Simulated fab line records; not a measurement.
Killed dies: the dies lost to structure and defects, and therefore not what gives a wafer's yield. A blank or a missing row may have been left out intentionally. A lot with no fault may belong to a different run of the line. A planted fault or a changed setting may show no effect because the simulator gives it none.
Problem report in the 8D (eight disciplines) form, filled by code | flow n5_finfet | the parts of the form that need people (team, actions taken, sign-off) are left out

== 1. WHAT WENT WRONG ==
Mean of etch_rf_on_time_s at N5_BEOL_M6_ETCH_65: 45.4 s across 3 wafers in 3 lots; on wafers with no fault it is 26.3 s (standard deviation 0.78). That is +25 standard deviations from the usual mean.
The step: etches SiARC in CF4, target depth 15.6 nm, time 26 s.
The first sign was on wafer L577.2 at day 14 16:30, on rie_diel-05. At this step, 27 wafers from 10 lots have a number in the record. By rule, "out" or "out of limits" means more than 4 standard deviations away from the usual mean. The other wafers with a number count as sound.

== 2. WHAT IT IS AND WHAT IT IS NOT ==
question                    | is                     | is not
which readings at this step | etch_rf_on_time_s      | cf4_flow_sccm, drypump_motor_current_A, rf_vpp_V, showerhead_plenum_p_Torr, throttle_valve_pct
which lots                  | L577, L581, L583       | L570, L572, L574, L576, L586, L587, L590
which wafers of those lots  | L577.2, L581.6, L583.2 | L577.4, L581.3, L583.4
read on which tools         | rie_diel-05            | rie_diel-01, rie_diel-04
when                        | from day 14 16:30      | up to then (13 sound wafers); but 11 sound wafers of L581, L583, L586, L587, L590 came after

== 3. THE SUSPECTS, EACH WITH WHAT RULES IT OUT ==
Counting: if a tool at a process step up to the reading ran every lot that is out, it stays a suspect. Sound lots after the first of them don't rule it out here, since some wafers of a struck lot are sound.
- rie_diel-05 at N5_BEOL_M6_ETCH_65 (etches SiARC in CF4, target depth 15.6 nm, time 26 s): kept. Ran every lot that is out, first one L577 (day 14 16:30); last sound lot up to then L576 (day 13 15:04). Its own readings are out on those wafers: etch_rf_on_time_s.
- Within rie_diel-05 at N5_BEOL_M6_ETCH_65: the wafers that are out ran in chambers 1, 3; their sound lot-mates ran in chambers 0, 2.
Left after counting: rie_diel-05 at N5_BEOL_M6_ETCH_65.

== 4. THE CAUSE (what the simulator had put in) ==
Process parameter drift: rie_diel-05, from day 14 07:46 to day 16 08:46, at N5_BEOL_M6_ETCH_65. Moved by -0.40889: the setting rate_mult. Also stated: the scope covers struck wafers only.
Only this tool survived the counting.

== 5. THE EFFECT CHAIN, in route order ==
Each row: a reading whose mean over the struck wafers that have a number lies more than 3 standard deviations from the usual. Only readings whose record carries a usual standard deviation are examined. hours: median over the lots of the time between each lot's start at the first step of this table that gives one and its start at this step. sigmas: the change, counted in usual standard deviations.
hours | step               | reading           | usual  | on struck wafers | change | sigmas
0     | N5_BEOL_M6_ETCH_65 | etch_rf_on_time_s | 26.3 s | 45.4             | +19.1  | +25
The process steps in it:
- N5_BEOL_M6_ETCH_65: etches SiARC in CF4, target depth 15.6 nm, time 26 s.

== 6. WHAT WOULD HAVE CAUGHT IT SOONER ==
First out-of-limits reading in this record: day 14 16:30, which is 9 hours after fault onset at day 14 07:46.
